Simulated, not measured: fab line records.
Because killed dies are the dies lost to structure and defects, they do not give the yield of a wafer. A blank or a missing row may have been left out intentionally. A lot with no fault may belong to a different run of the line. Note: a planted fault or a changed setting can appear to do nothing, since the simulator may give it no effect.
A struck lot beside a sound one | flow n5-finfet | 36 out of 1938 route steps
Sound: the wafers L115.3, L115.4, L115.5. Struck: wafers L126.1, L126.2, L126.5. At the end, the cause is stated.
Order at every step that has rows: each side's tool, ch and its chambers, its first start. Under that, the readings that differ: sound wafers | struck wafers | difference of the means | sigmas: that difference in standard deviations of wafers without a fault.
alike: a reading whose means differ by less than 2 such deviations, as well as words and numbers matching on both sides. not compared: withheld readings; readings where some wafer has no value; bounds like >300 that might hide an equal value; numbers whose values overlap and for which the record gives no deviation.
Wherever a step has rows on one side only, a row that says differs or no value, or a row with sigmas, the two part there. When numbers do not overlap yet have no deviation, they are printed without sigmas and do not part them. A reading that every wafer of one side lacks parts them only if that side has two wafers or more.

first, 9 steps without rows for these wafers: N5_WELL_APT_SOFTBAKE_20 (time 60 s); N5_WELL_APT_EXPOSE_22 (exposes mask PWELL, defocus 0 nm, target cd 200 nm); N5_WELL_APT_PEB_23 (peb time 90 s); N5_WELL_APT_DEVELOP_24 (develop time 45 s); N5_WELL_APT_HARDBAKE_29 (time 120 s); N5_WELL_APT_DESCUM_30 (chemistry O2, time 7.9 s); N5_WELL_APT_IMPLANT_31; N5_WELL_APT_IMPLANT_32; N5_WELL_APT_STRIP_33 (strips in SPM, time 900 s).
N5_WELL_APT_RTA_34: time 10 s.
  sound on rtp-anneal-02 ch 0, day 2 16:09; struck on rtp-anneal-02 ch 0, day 5 10:48
  reading             | sound                | struck               | difference | sigmas
  lamp-power-pct (%)  | 12.96 12.91 13.16    | 11.46 11.39 11.37    | -1.60      | -29
  lamp_zone_1_pct (%) | 13.00 12.95 13.00    | 11.41 11.40 11.44    | -1.57      | -49
  lamp_zone_2_pct (%) | 12.960 12.989 12.999 | 11.411 11.415 11.442 | -1.560     | -56
  lamp_zone_3_pct (%) | 13.010 12.988 13.016 | 11.440 11.356 11.360 | -1.619     | -54
  lamp_zone_4_pct (%) | 12.993 12.949 12.995 | 11.396 11.401 11.446 | -1.565     | -56
  lamp_zone_5_pct (%) | 12.97 13.04 12.95    | 11.41 11.40 11.36    | -1.60      | -53
  lamp_zone_6_pct (%) | 12.91 12.93 12.88    | 11.27 11.28 11.31    | -1.62      | -52
  lamp_zone_7_pct (%) | 13.40 13.41 13.38    | 11.80 11.81 11.80    | -1.59      | -50
  alike: wafer_temp_C_max
then, 25 steps without rows for these wafers: N5_WELL_APT_OXIDE_STRIP_42 (strips SiO2 in dHF, time 45 s, target depth 12 nm); N5_WELL_APT_PRECLEAN_36 (cleans in O3/DIW, time 45 s); N5_WELL_APT_PRECLEAN_39 (cleans in dHF, time 60 s); N5_WELL_APT_SRD_37 (time 30 s); N5_WELL_APT_EPI_41 (deposits Si from SiH4/H2, target thk 50 nm, time 297.7 s); N5_PMOS_HMC_CHANNEL_EPI_HM_DEP_34 (deposits SiO2 from TEOS/O2, target thk 36 nm, time 6.9 s); N5_PMOS_HMC_CHANNEL_EPI_COAT_31 (time 60 s, resist thk 66 nm); N5_PMOS_HMC_CHANNEL_EPI_COAT_03 (resist thk 205 nm); N5_PMOS_HMC_CHANNEL_EPI_EBR_05; N5_PMOS_HMC_CHANNEL_EPI_SOFTBAKE_04 (time 60 s); N5_PMOS_HMC_CHANNEL_EPI_EXPOSE_06 (exposes mask PMOS HMC BLK, target cd 240 nm); N5_PMOS_HMC_CHANNEL_EPI_PEB_07 (peb time 60 s); N5_PMOS_HMC_CHANNEL_EPI_DEVELOP_08 (develop time 30 s); N5_PMOS_HMC_CHANNEL_EPI_DESCUM_14 (chemistry O2, time 7.9 s); N5_PMOS_HMC_CHANNEL_EPI_ETCH_32 (etches BARC in N2/H2, stops on SiO2, target depth 85.8 nm, time 50.3 s); N5_PMOS_HMC_CHANNEL_EPI_HM_OPEN_15 (chemistry CHF3/O2, target SiO2, target depth 40.6 nm, time 20.3 s); N5_PMOS_HMC_CHANNEL_EPI_STRIP_33 (strips in N2/H2); N5_PMOS_HMC_CHANNEL_EPI_STRIP_17 (strips in SPM, time 750 s); N5_PMOS_HMC_CHANNEL_EPI_ETCH_38 (etches SiO2 in CF4, target depth 1.5 nm); N5_PMOS_HMC_CHANNEL_EPI_FIN_RECESS_16 (chemistry HBr/Cl2, target Si, target depth 54 nm, time 18 s); N5_PMOS_HMC_CHANNEL_EPI_PRECLEAN_36 (cleans in O3/DIW, time 45 s); N5_PMOS_HMC_CHANNEL_EPI_PRECLEAN_18 (cleans in DHF, time 30 s); N5_PMOS_HMC_CHANNEL_EPI_SRD_19 (time 30 s); N5_PMOS_HMC_CHANNEL_EPI_EPI_20 (deposits SiGe30, target thk 59 nm); N5_PMOS_HMC_CHANNEL_EPI_HM_STRIP_35 (strips SiO2 in dHF, material SiO2, target depth 39.6 nm, time 216 s).
-- a jump in the record: the struck wafers' starts before and after are 7 days apart (it breaks off in module PMOS_HMC_CHANNEL_EPI and resumes in module BEOL_M4, where the first step shown is number 1111 of the route) --
N5_BEOL_M4_RC_MEAS_101:
  sound on prober-01 ch 0, day 9 05:26; struck on prober-01 ch 0, day 12 03:56
  reading             | sound                   | struck                  | difference | sigmas
  IOFF_N_LONG (nA/um) | 5.1e-05 4.9e-05 5.1e-05 | 7.2e-05 7.1e-05 7.1e-05 | +2.1e-05   | +6
  alike: DIBL_N, DIBL_P, IOFF_N, IOFF_P, ION_N, ION_P, SS_N, SS_P, VT_N, VT_P

== WHERE THEY PART ==
Earliest at N5_WELL_APT_RTA_34; latest, in this record, at N5_BEOL_M4_RC_MEAS_101.

WHY: whatever the simulator had introduced
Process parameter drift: rtp-anneal-02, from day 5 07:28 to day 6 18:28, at N5_WELL_APT_RTA_34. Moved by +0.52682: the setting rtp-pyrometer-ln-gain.
